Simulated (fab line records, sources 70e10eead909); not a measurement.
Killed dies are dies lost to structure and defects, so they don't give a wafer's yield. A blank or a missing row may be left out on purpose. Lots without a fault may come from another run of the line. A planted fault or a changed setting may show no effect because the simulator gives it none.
Chamber matching | flow nand_harc | NHARC_A_CONTACT_DESCUM_47 on rie_diel-03: 4 sister chambers
The step chemistry O2, time 3 s. 7 wafers are shown with their chamber, then 7 later ones without.

WAFERS WITH THEIR CHAMBER
wafer  | chamber | drypump_motor_current_A (A) | showerhead_plenum_p_Torr (Torr)
L074.6 | 2       | 5.2                         | 2.04
L082.1 | 3       | 5.3                         | 1.78
L086.2 | 1       | 4.8                         | 1.98
L086.4 | 0       | 5.8                         | 1.94
L086.5 | 1       | 4.7                         | 1.98
L091.1 | 2       | 5.2                         | 2.02
L091.2 | 3       | 5.3                         | 1.77

WAFERS WITHOUT THEIR CHAMBER
wafer  | drypump_motor_current_A (A) | showerhead_plenum_p_Torr (Torr)
L091.5 | 4.7                         | 1.98
L093.2 | 5.8                         | 1.94
L093.4 | 5.2                         | 2.02
L093.5 | 5.3                         | 1.77
L096.1 | 4.7                         | 1.98
L096.3 | 5.2                         | 2.02
L096.5 | 5.3                         | 1.77

WHICH CHAMBER EACH WENT THROUGH
wafer  | from the rows above | in truth
L091.5 | 1                   | 1
L093.2 | 0                   | 0
L093.4 | 2                   | 2
L093.5 | 3                   | 3
L096.1 | 1                   | 1
L096.3 | 2                   | 2
L096.5 | 3                   | 3
Placed correctly: 7 of 7. Can't be placed from these rows: 0. Placed wrongly: 0.
How it was worked out, from the rows above alone: a wafer's distance from a chamber is the root of the sum, over the readings, of the square of ((its reading less the chamber's mean) divided by the reading's scatter). The wafer belongs to the nearest chamber; if the next one is less than 2 further off, it can't be placed. A chamber's mean is the mean of its shown wafers. The scatter: the root of (the sum of the squares of (reading less its chamber's mean) over the shown wafers, divided by (wafers less chambers)).
